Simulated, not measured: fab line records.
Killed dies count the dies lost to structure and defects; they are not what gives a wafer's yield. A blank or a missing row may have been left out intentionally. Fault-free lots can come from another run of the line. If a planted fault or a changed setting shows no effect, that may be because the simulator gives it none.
fab line records    flow nand-harc
record lots=7  wafers=20  last-day=24
route steps=1159 shown A_WL_FILL@817 END@1159
lots untouched by any fault: they come from a run of this same line in which no faults occurred
start-h: hours from the record's opening day to when the first of the lot's shown wafers began    wait-h: hours from the lot's prior step to this one    " identical to the entry in the row above    L1.1+2: several wafers, shown together as one row    - value missing, or start not given    * or withheld: withheld    < > ~ a bound
route shown NAME@n: NAME is a module with steps in the file, n the number in the route of the first one    usual: mean/standard deviation taken from wafers without a fault    same: alike in all rows    chamber/n: place in a boat    sites: readings site by site    _std_site: the standard deviation of these    _edge_site: inner sites' mean taken away from outer sites' mean    radius-mm: how far each site lies from the wafer's centre    mask NAME#n: copy n    behind: the last tool/chamber to shape the wafer    hold: what put the lot on hold/how long, in hours/how the hold closed    device: whichever transistor did not switch (one of n, p or np)    end of line: the same wafers' tests at the end of the route    where a step has no rows: the recipe by itself    killed: the dies lost at the first sort to structure and to defects; this is not the yield of the wafer    map: a wafer's dies, x killed, . not, _ none there
set.NAME: the run value of the setting; set.NAME@STEP: its run value at that earlier step    model.NAME: the simulator's own value behind a step, which no gauge read
certain route steps with their lots: each step a table, each wafer a row
services: a tool's chamber out of use, with start hour (start-h, from the record's first day; less than 0 if before it), hours out, and reason
## steps
# step NHARC_A_WL_FILL_STRIP_28
# recipe time-s=1200  temp-c=72.5  chemistry=post-etch-residue-remover
# step NHARC_A_WL_FILL_PRECLEAN_06
# recipe time-s=300  chemistry=DIW
# step NHARC_A_WL_FILL_SRD_07
# step NHARC_A_WL_FILL_ANNEAL_08
# recipe temp-c=450  time-s=1800
# step NHARC_A_WL_FILL_ALD_10
# recipe target-thk-a=500  pulse-time-s=10  ald-cycles=500  temp-c=300  material=SiO2
# usual heater-power-w=453/38  precursor-pulse-height-rel=1.001/0.022
lot.wafer  tool       chamber  start-h  wait-h  heater-power-w  precursor-pulse-height-rel
L429.1     ald-hk-01  3        347.93   1.1     378             1.002
L429.4     "          0        "        "       436             1.015
L429.5     "          1        "        "       451             1.035
L434.3     ald-hk-04  0        378.15   0.6     492             1.050
L434.4     "          1        "        "       479             0.997
L434.5     "          3        379.69   2.1     463             1.005
L437.1     ald-hk-01  1        391.79   1.4     457             0.968
L437.2     "          2        "        "       377             0.992
L437.5     "          0        393.34   2.9     429             1.020
L435.2     ald-hk-02  2        396.28   1.1     433             0.999
L435.5     "          1        397.83   2.6     438             1.000
L440.3     ald-hk-04  1        414.90   1.1     490             0.983
L440.1     "          2        "        "       503             0.979
L440.6     "          0        416.44   2.6     480             1.011
L450.3     ald-hk-01  1        471.11   1.1     466             1.037
L450.2     "          2        "        "       378             1.024
L450.6     "          0        472.66   2.6     428             1.014
L449.1     ald-hk-04  3        473.24   0.1     485             0.977
L449.3     "          1        474.28   1.1     481             0.956
L449.6     "          3        475.33   2.1     481             0.999
# step NHARC_A_WL_FILL_ETCHBACK_16
# recipe target-depth-a=880  time-s=17.6  c4f8-flow-sccm=withheld  o2-flow-sccm=8  ar-flow-sccm=withheld  rf-w=600  bias-w=800  chemistry=C4F8/O2/Ar
# usual chamber-pressure-mTorr=25.000/0.025  oes-product-au=0.98/0.032  rf-vpp-V=725/3.3
lot.wafer  tool         chamber  start-h  wait-h  chamber-pressure-mTorr  oes-product-au  rf-hours-counter-h  rf-vpp-V
L429.1     rie-diel-03  0        -        -       25.028                  0.92            5.0                 727
L429.4     "            1        "        "       25.006                  0.93            5.3                 729
L429.5     "            3        "        "       24.963                  0.93            -                   724
L434.3     rie-diel-08  1        -        -       25.026                  1.00            2.1                 726
L434.4     "            2        "        "       25.017                  1.00            2.4                 725
L434.5     "            0        "        "       24.972                  0.99            -                   729
L437.2     rie-diel-12  2        -        -       24.974                  1.01            0.0                 731
L437.1     "            3        "        "       25.013                  1.01            0.0                 721
L437.5     "            0        "        "       25.036                  1.01            -                   723
L435.2     rie-diel-12  0        -        -       24.998                  1.00            0.5                 723
L435.5     "            0        "        "       25.024                  1.02            -                   724
L440.3     rie-diel-03  0        -        -       24.995                  0.99            0.8                 728
L440.1     "            2        "        "       24.983                  1.00            1.0                 730
L440.6     "            0        "        "       24.987                  0.98            -                   727
L450.3     rie-diel-08  3        -        -       24.984                  0.93            4.9                 727
L450.2     "            1        "        "       24.951                  0.94            4.9                 726
L450.6     "            2        "        "       25.011                  0.94            -                   723
L449.1     rie-diel-08  1        -        -       25.005                  0.93            5.0                 727
L449.3     "            3        "        "       25.013                  0.92            5.0                 728
L449.6     "            3        "        "       24.988                  0.92            -                   726
# step NHARC_A_WL_FILL_STRIP_29
# recipe time-s=20  o2-flow-sccm=500  ar-flow-sccm=0  bias-w=0  chemistry=O2
# usual chamber-pressure-mTorr=60.00/0.059  drypump-motor-current-A=5.6/0.34  oes-product-au=1.002/0.0085  rf-vpp-V=58.0/0.84  showerhead-plenum-p-Torr=3.60/0.11  throttle-valve-pct=17.037/0.0083
lot.wafer  tool         chamber  start-h  wait-h  chamber-pressure-mTorr  drypump-motor-current-A  oes-product-au  rf-hours-counter-h  rf-vpp-V  showerhead-plenum-p-Torr  throttle-valve-pct
L429.4     rie-diel-03  3        351.63   0.1     59.89                   5.5                      1.003           5.0                 56.1      3.55                      17.029
L429.1     "            2        "        "       59.89                   5.7                      0.988           5.4                 58.0      3.74                      17.027
L429.5     "            3        "        "       59.91                   5.5                      1.001           -                   57.4      3.55                      17.042
L434.3     rie-diel-08  0        382.36   0.1     60.03                   5.2                      0.994           2.2                 58.4      3.71                      17.047
L434.4     "            1        "        "       59.98                   5.2                      1.012           2.1                 59.2      3.61                      17.030
L434.5     "            2        "        "       60.08                   5.3                      1.011           -                   58.8      3.55                      17.034
L437.1     rie-diel-12  1        396.02   0.1     59.94                   5.6                      1.001           0.1                 56.5      3.40                      17.048
L437.2     "            2        "        "       60.00                   5.9                      1.012           0.1                 56.6      3.78                      17.038
L437.5     "            1        "        "       59.96                   5.6                      0.999           -                   57.7      3.40                      17.032
L435.2     rie-diel-12  1        399.99   0.1     59.95                   5.6                      1.006           0.6                 58.6      3.40                      17.045
L435.5     "            1        "        "       60.02                   5.6                      1.004           -                   58.6      3.40                      17.031
L440.3     rie-diel-03  0        418.60   0.1     60.10                   5.5                      0.997           0.8                 59.5      3.70                      17.043
L440.1     "            2        "        "       60.01                   5.8                      1.010           1.0                 58.9      3.73                      17.036
L440.6     "            1        "        "       59.99                   5.5                      0.996           -                   58.4      3.70                      17.042
L450.2     rie-diel-08  1        474.85   0.1     59.98                   5.2                      1.011           4.9                 60.1      3.61                      17.042
L450.3     "            2        "        "       60.00                   5.3                      1.013           5.0                 58.3      3.55                      17.026
L450.6     "            3        "        "       59.99                   6.1                      0.999           -                   57.2      3.62                      17.038
L449.1     rie-diel-08  3        478.04   0.1     59.98                   6.1                      0.995           5.0                 57.2      3.62                      17.042
L449.3     "            1        "        "       60.06                   5.1                      1.010           5.0                 58.6      3.61                      17.034
L449.6     "            2        "        "       60.03                   5.3                      1.005           -                   58.3      3.55                      17.050
# step NHARC_A_WL_FILL_ETCHBACK_17
# recipe target-depth-a=40  time-s=26.7  chemistry=Cl2/BCl3
# usual chamber-pressure-mTorr=9.999/0.0083  drypump-motor-current-A=5.3/0.31  oes-product-au=0.998/0.0072
lot.wafer  tool          chamber  start-h  wait-h  chamber-pressure-mTorr  drypump-motor-current-A  oes-product-au  rf-hours-counter-h
L429.1     rie-metal-01  0        351.74   -       10.005                  5.0                      1.003           0.5
L429.4     "             1        "        "       9.999                   5.3                      0.999           -
L429.5     "             1        "        "       9.989                   5.3                      1.009           -
L434.3     rie-metal-03  1        382.53   -       10.012                  5.3                      0.982           -
L434.4     "             1        "        "       9.997                   5.3                      0.994           -
L434.5     "             1        "        "       9.999                   5.2                      0.993           -
L437.1     rie-metal-01  1        396.11   -       10.003                  5.3                      1.000           2.1
L437.2     "             1        "        "       10.004                  5.3                      1.000           -
L437.5     "             1        "        "       10.015                  5.3                      1.001           -
L435.2     rie-metal-01  0        400.07   -       9.994                   5.0                      0.998           2.1
L435.5     "             1        "        "       10.008                  5.3                      0.998           -
L440.1     rie-metal-02  1        418.69   -       9.997                   5.4                      1.009           0.9
L440.3     "             0        "        "       9.998                   6.1                      1.008           -
L440.6     "             0        "        "       9.995                   6.1                      1.007           -
L450.2     rie-metal-01  0        474.94   -       10.019                  5.0                      1.002           4.3
L450.3     "             1        "        "       9.978                   5.3                      1.006           -
L450.6     "             1        "        "       9.994                   5.3                      1.005           -
L449.1     rie-metal-02  0        478.14   -       9.993                   6.1                      0.999           3.1
L449.3     "             1        "        "       10.000                  5.4                      1.009           -
L449.6     "             1        "        "       10.013                  5.4                      1.014           -
# step NHARC_A_WL_FILL_PRECLEAN_18
# recipe time-s=30  chemistry=dHF
# step NHARC_A_WL_FILL_SRD_21
# step NHARC_A_WL_FILL_CVD_23
# recipe target-thk-a=400  temp-c=620  pressure-mtorr=200  time-s=800  material=poly-Si
# step NHARC_A_WL_FILL_ETCHBACK_26
# recipe target-depth-a=520  time-s=13.3  hbr-flow-sccm=150  rf-w=350  icp-w=350  bias-w=60  chemistry=HBr
# usual chamber-pressure-mTorr=14.999/0.013  drypump-motor-current-A=5.8/0.32  oes-product-au=1.000/0.0079  throttle-valve-pct=23.265/0.0093
lot.wafer  tool       chamber  start-h  wait-h  chamber-pressure-mTorr  drypump-motor-current-A  oes-product-au  rf-hours-counter-h  throttle-valve-pct
L429.4     rie-si-02  1        355.72   0.4     15.014                  6.0                      0.992           0.8                 23.277
L429.1     "          2        "        "       15.000                  5.8                      1.002           0.9                 23.263
L429.5     "          1        "        "       15.015                  6.0                      0.996           -                   23.249
L434.3     rie-si-05  3        387.81   0.4     15.011                  5.5                      1.003           1.0                 23.259
L434.4     "          1        "        "       15.017                  6.0                      1.009           1.1                 23.263
L434.5     "          0        "        "       14.998                  5.8                      1.241           -                   23.266
L437.2     rie-si-05  2        401.27   0.4     14.979                  5.3                      1.227           1.2                 23.276
L437.1     "          0        "        "       14.999                  5.8                      1.006           1.0                 23.258
L437.5     "          3        "        "       15.002                  5.5                      1.250           -                   23.271
L435.2     rie-si-05  2        405.52   0.4     15.006                  5.3                      1.223           1.3                 23.254
L435.5     "          2        "        "       14.978                  5.3                      1.217           -                   23.266
L440.3     rie-si-03  2        423.92   0.4     14.992                  6.2                      0.992           0.7                 23.264
L440.1     "          3        "        "       15.002                  5.7                      0.983           0.7                 23.261
L440.6     "          3        "        "       14.982                  5.7                      0.990           -                   23.255
L450.3     rie-si-03  0        479.93   0.4     15.011                  5.9                      1.003           1.1                 23.264
L450.2     "          1        "        "       14.990                  6.2                      1.000           1.1                 23.262
L450.6     "          1        "        "       15.011                  6.3                      1.003           -                   23.263
L449.1     rie-si-05  2        483.34   0.4     15.005                  5.3                      1.000           0.3                 23.265
L449.3     "          1        "        "       15.015                  6.0                      1.005           0.3                 23.267
L449.6     "          3        "        "       14.991                  5.5                      0.999           -                   23.263
# step NHARC_A_WL_FILL_PRECLEAN_30
# recipe time-s=10  chemistry=dHF
# step NHARC_END_SORT_01
# recipe temp-c=25
# usual killed-at-array=28/11  killed-at-other=0.8/1.3  killed-at-periphery=3.6/2.5  killed-dies=32/11  killed-open=3.0/1.8  killed-short=2.0/1.5
# same gross-dies=677
lot.wafer  tool       chamber  start-h  wait-h  killed-at-array  killed-at-other  killed-at-periphery  killed-dies  killed-open  killed-short
L429.1     prober-02  0        461.67   2.5     23               1                2                    26           4            3
L429.4     prober-02  0        464.05   3.4     32               0                0                    32           5            2
L429.5     prober-02  0        464.85   3.7     31               0                4                    35           4            2
L437.1     prober-02  0        500.69   2.5     27               0                9                    36           1            2
L437.2     prober-02  0        501.49   2.8     29               0                8                    37           5            2
L437.5     prober-02  0        503.89   3.7     29               7                8                    44           4            1
L450.2     prober-01  0        570.91   2.8     21               0                3                    24           3            0
L450.3     prober-01  0        571.71   3.1     18               0                1                    19           1            0
L450.6     prober-01  0        574.11   4.0     25               0                1                    26           1            1
L449.1     prober-02  0        577.06   2.5     48               1                2                    51           5            3
L449.3     prober-02  0        578.67   3.1     42               2                2                    46           5            1
L449.6     prober-02  0        581.09   4.0     56               1                0                    57           6            2
# killed by level:class
L429.1 A_SLIT:chamber-film-flake=8 A_STAIRCASE:chamber-film-flake=5 A_WL_FILL:geometric-particle:short=2 A_CONTACT:geometric-particle:open=2 P_GATE:geometric-particle:open=1 A_CONTACT:geometric-particle:short=1 A_M1:geometric-particle:open=1 P_M1:chamber-film-flake=1
L429.4 A_SLIT:chamber-film-flake=10 A_CHANNEL_HOLE_D1:chamber-film-flake=5 A_STAIRCASE:chamber-film-flake=4 A_WL_FILL:chamber-film-flake=3 A_WL_FILL:geometric-particle:open=2 A_CONTACT:chamber-film-flake=2 A_ONON_D1:geometric-particle:open=1 A_STAIRCASE:geometric-particle:open=1
L429.5 A_SLIT:chamber-film-flake=15 A_STAIRCASE:chamber-film-flake=9 A_CONTACT:chamber-film-flake=3 P_CONTACT:geometric-particle:open=1 P_M0:geometric-particle:short=1 P_M2:geometric-particle:open=1 A_CHANNEL_HOLE_D1:geometric-particle:short=1 A_WL_FILL:geometric-particle:open=1
L437.1 A_CHANNEL_HOLE_D1:chamber-film-flake=9 A_CONTACT:chamber-film-flake=7 P_BONDPAD:chamber-film-flake=3 P_GATE:chamber-film-flake=2 A_SGD_CUT:chamber-film-flake=2 A_STAIRCASE:chamber-film-flake=2 A_WL_FILL:chamber-film-flake=2 A_M0:chamber-film-flake=2
L437.2 A_CHANNEL_HOLE_D1:chamber-film-flake=11 A_CONTACT:chamber-film-flake=5 P_GATE:chamber-film-flake=4 A_STAIRCASE:chamber-film-flake=2 A_ZERO_WELL:chamber-film-flake=2 A_M0:chamber-film-flake=2 P_M0:geometric-particle:open=1 P_M2:geometric-particle:open=1
L437.5 A_CHANNEL_HOLE_D1:chamber-film-flake=11 THIN_TSV:chamber-film-flake=7 A_CONTACT:chamber-film-flake=6 A_STAIRCASE:chamber-film-flake=4 A_WL_FILL:chamber-film-flake=3 P_GATE:chamber-film-flake=2 P_M0:chamber-film-flake=2 P_GATE:geometric-particle:open=1
L450.2 A_CHANNEL_HOLE_D1:chamber-film-flake=7 A_CONTACT:chamber-film-flake=6 A_STAIRCASE:chamber-film-flake=5 P_GATE:chamber-film-flake=2 P_CONTACT:geometric-particle:open=1 A_WL_FILL:geometric-particle:open=1 A_CONTACT:geometric-particle:open=1 A_ZERO_WELL:chamber-film-flake=1
L450.3 A_CHANNEL_HOLE_D1:chamber-film-flake=10 A_CONTACT:chamber-film-flake=5 A_STAIRCASE:chamber-film-flake=2 P_M0:geometric-particle:open=1 A_ZERO_WELL:chamber-film-flake=1
L450.6 A_CHANNEL_HOLE_D1:chamber-film-flake=12 A_STAIRCASE:chamber-film-flake=4 A_CONTACT:chamber-film-flake=4 A_ZERO_WELL:chamber-film-flake=3 A_CHANNEL_FILL_D1:geometric-particle:short=1 A_BLC:geometric-particle:open=1 P_GATE:chamber-film-flake=1
L449.1 A_SLIT:chamber-film-flake=18 A_CHANNEL_HOLE_D1:chamber-film-flake=13 A_CONTACT:chamber-film-flake=3 A_M0:chamber-film-flake=3 A_CONTACT:geometric-particle:short=2 A_WL_FILL:chamber-film-flake=2 P_GATE:geometric-particle:open=1 P_CONTACT:geometric-particle:open=1
L449.3 A_SLIT:chamber-film-flake=18 A_CHANNEL_HOLE_D1:chamber-film-flake=13 A_CONTACT:geometric-particle:open=2 A_BLC:geometric-particle:open=2 P_GATE:chamber-film-flake=2 A_STAIRCASE:chamber-film-flake=2 A_WL_FILL:chamber-film-flake=2 A_CHANNEL_FILL_D1:geometric-particle:short=1
L449.6 A_SLIT:chamber-film-flake=27 A_CHANNEL_HOLE_D1:chamber-film-flake=11 A_STAIRCASE:chamber-film-flake=5 A_CONTACT:geometric-particle:open=2 A_M0:geometric-particle:open=2 A_ZERO_WELL:chamber-film-flake=2 A_WL_FILL:chamber-film-flake=2 A_CHANNEL_HOLE_D1:geometric-particle:short=1
## services
tool          chamber  start-h  hours  kind
rie-metal-01  -        332.00   9.0    pm
rie-si-03     -        332.00   9.0    pm
rie-diel-08   0        335.30   -      clean
rie-diel-08   1        335.30   -      clean
rie-diel-08   2        335.30   -      clean
rie-metal-01  -        347.67   0.3    repair
ald-hk-04     -        364.00   10.0   pm
rie-diel-03   2        364.58   3.6    repair
rie-si-05     3        366.30   3.3    repair
rie-diel-12   1        371.22   2.4    repair
rie-metal-03  0        374.05   27.6   repair
rie-diel-12   -        379.40   9.0    pm
rie-diel-08   -        386.14   0.4    repair
rie-si-02     -        388.00   9.0    pm
rie-metal-02  -        388.03   9.0    pm
rie-metal-01  0        389.93   6.3    repair
rie-diel-03   -        392.30   9.0    pm
rie-si-05     -        416.00   9.0    pm
rie-metal-03  -        453.21   9.0    pm
rie-si-05     0        453.52   9.1    repair
rie-diel-08   0        457.76   21.6   repair
rie-si-03     3        460.61   113.9  repair
ald-hk-02     -        465.42   10.0   pm
rie-diel-08   -        478.80   9.0    pm
## key
first-sign step=NHARC_A_WL_FILL_ETCHBACK_26  reading=oes-product-au  direction=up  sigmas=29  usual=1.000  struck=1.232
effect none on later readings
met-at NHARC_A_WL_FILL_ETCHBACK_26
struck-wafers L434.5,L435.2,L435.5,L437.2,L437.5
sort-left-out L435.2,L435.5
tester-left-out L434,L435,L437
fault kind=process-parameter-drift  tool=rie-si-05  chamber=-  onset-h=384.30  steps=NHARC_A_WL_FILL_ETCHBACK_26  channel=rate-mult  offset=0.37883  shape=step  end-h=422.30  scope=struck-wafers-only
# tester-left-out: of these lots the tester's yield and bins aren't shown, on N5 and GAA mostly nor the transistor test; their killed dies are dies lost to structure and defects alone, not to doping, threshold or leakage, so they don't give the yield
# sort-left-out: the simulated sort isn't trusted on such a fault, so these wafers' sort isn't shown, and their yield isn't known
